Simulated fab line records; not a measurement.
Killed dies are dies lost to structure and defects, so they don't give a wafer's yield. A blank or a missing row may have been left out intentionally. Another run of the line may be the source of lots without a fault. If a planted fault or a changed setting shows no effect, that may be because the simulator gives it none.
Chamber matching | flow n5Finfet | 4 sister chambers for N5_BEOL_M9_ALD_74 on aldMetal-02
The step deposits TaN, target thk 2 nm, pulse time 2 s, purge time 3 s. 16 wafers are shown with their chamber, then 8 later ones without.

== EACH WAFER AND ITS CHAMBER ==
wafer  | chamber | heaterPowerW (W) | heaterPowerOuterW (W) | mfcCarrierSccm (sccm)
L074.3 | 2       | 423              | 222                   | 1508
L074.4 | 0       | 361              | 227                   | 1505
L074.5 | 0       | 375              | 221                   | 1501
L075.1 | 0       | 366              | 223                   | 1500
L075.3 | 3       | 383              | 210                   | 1494
L075.6 | 3       | 375              | 216                   | 1508
L077.1 | 1       | 412              | 228                   | 1500
L077.3 | 3       | 373              | 210                   | 1503
L077.6 | 2       | 421              | 227                   | 1498
L082.1 | 1       | 403              | 236                   | 1511
L082.5 | 3       | 387              | 212                   | 1499
L082.6 | 2       | 407              | 227                   | 1504
L083.4 | 0       | 371              | 215                   | 1500
L083.5 | 2       | 414              | 228                   | 1488
L083.6 | 1       | 404              | 238                   | 1503
L086.1 | 0       | 363              | 216                   | 1510

SIGNATURES (means of the wafers above)
reading           | chamber 0 | chamber 1 | chamber 2 | chamber 3 | scatter within a chamber
heaterPowerW      | 367.20    | 406.33    | 416.25    | 379.50    | 6.27
heaterPowerOuterW | 220.40    | 234.00    | 226.00    | 212.00    | 4.09
mfcCarrierSccm    | 1503.20   | 1504.67   | 1499.50   | 1501.00   | 6.27
Rule: a wafer's distance from a chamber is the root of the sum, over the readings, of the square of ((its reading less the chamber's mean) divided by the reading's scatter). If the next closest chamber is less than 2 further off than the closest, the wafer can't be placed; otherwise it belongs to the closest. The scatter: the root of (the sum of the squares of (reading less its chamber's mean) over the shown wafers, divided by (wafers less chambers)).

== WAFERS WITHOUT THEIR CHAMBER ==
wafer  | heaterPowerW (W) | heaterPowerOuterW (W) | mfcCarrierSccm (sccm)
L086.2 | 409              | 226                   | 1497
L086.3 | 418              | 226                   | 1502
L085.2 | 404              | 232                   | 1498
L085.4 | 415              | 230                   | 1493
L085.6 | 369              | 218                   | 1500
L094.1 | 369              | 220                   | 1501
L094.3 | 383              | 208                   | 1503
L094.4 | 409              | 229                   | 1505

== THE CHAMBER EACH PASSED THROUGH ==
wafer  | from the rows above     | in truth
L086.2 | can't be placed: 2 or 1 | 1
L086.3 | 2                       | 2
L085.2 | can't be placed: 1 or 2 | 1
L085.4 | can't be placed: 2 or 1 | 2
L085.6 | can't be placed: 0 or 3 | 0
L094.1 | 0                       | 0
L094.3 | 3                       | 3
L094.4 | can't be placed: 1 or 2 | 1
3 of 8 placed correctly. From these rows, 5 cannot be placed; in 5 the true chamber is one of the candidates. Placed wrongly: 0.
